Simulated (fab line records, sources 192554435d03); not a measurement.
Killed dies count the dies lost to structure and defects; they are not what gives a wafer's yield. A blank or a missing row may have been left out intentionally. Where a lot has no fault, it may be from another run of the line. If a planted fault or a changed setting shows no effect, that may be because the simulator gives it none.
Which of the tools did it? / flow n5Finfet / 10 lots, 30 wafers sampled, at 2 steps of a route of 1938

WHAT THE GAUGES SHOWED, per wafer
N5_SDB_INSPECT_36: inspects for defects (darkfield).
lot=L518; measured=day 3 21:40; on=defectInspect-02; rawDefectCount=28 36 22
lot=L522; measured=day 5 04:55; on=defectInspect-01; rawDefectCount=34 28 30
lot=L523; measured=day 5 07:55; on=defectInspect-02; rawDefectCount=46 39 23
lot=L525; measured=day 5 19:16; on=defectInspect-02; rawDefectCount=30 20 17
lot=L528; measured=day 6 12:11; on=defectInspect-02; rawDefectCount=21 29 31
lot=L529; measured=day 7 00:38; on=defectInspect-01; rawDefectCount=27 72 29
lot=L535; measured=day 8 08:35; on=defectInspect-02; rawDefectCount=32 39 24
lot=L538; measured=day 9 01:37; on=defectInspect-01; rawDefectCount=31 38 49
lot=L539; measured=day 9 04:22; on=defectInspect-02; rawDefectCount=19 40 32
lot=L540; measured=day 9 12:34; on=defectInspect-01; rawDefectCount=22 24 34

EACH LOT AND THE TOOL THAT RAN IT (in order: tool; ch and the chambers of the sampled wafers; start)
lot=L518; N5_SDB_ALD_29=aldSin-02 ch 1,3, day 3 18:36
lot=L522; N5_SDB_ALD_29=aldSin-01 ch 1,3, day 5 01:51
lot=L523; N5_SDB_ALD_29=aldSin-01 ch 2,3, day 5 04:52
lot=L525; N5_SDB_ALD_29=aldSin-01 ch 0,3, day 5 16:11
lot=L528; N5_SDB_ALD_29=aldSin-03 ch 0,1,2, day 6 09:08
lot=L529; N5_SDB_ALD_29=aldSin-02 ch 1,2, day 6 21:34
lot=L535; N5_SDB_ALD_29=aldSin-03 ch 0,2,3, day 8 05:32
lot=L538; N5_SDB_ALD_29=aldSin-01 ch 0,1,2, day 8 22:32
lot=L539; N5_SDB_ALD_29=aldSin-01 ch 1,2,3, day 9 01:15
lot=L540; N5_SDB_ALD_29=aldSin-02 ch 0,3, day 9 09:31
- N5_SDB_ALD_29: deposits SiNx, target thk 30 nm, pulse time 1 s, ald cycles 600.

THE ANSWER, worked out from the rows above alone
Rule: the lots themselves supply what counts as usual. The widest of any qualifying gaps counts: lots, ordered by their means at a reading, are off when they make up no more than a third of the lots, leave a main group of 4 or more, and stand apart from it by 3 or more times the standard deviation of that group's means. If all means in a main group match to the digits the tables above print for the reading, that group is not used. A lot without any number at a reading at which 4 lots or more have one is off too. Any other lot the step has rows for is counted as sound.
No lot is off on any of the readings shown, so nothing can be concluded from this.

WHAT THE SIMULATOR PUT IN
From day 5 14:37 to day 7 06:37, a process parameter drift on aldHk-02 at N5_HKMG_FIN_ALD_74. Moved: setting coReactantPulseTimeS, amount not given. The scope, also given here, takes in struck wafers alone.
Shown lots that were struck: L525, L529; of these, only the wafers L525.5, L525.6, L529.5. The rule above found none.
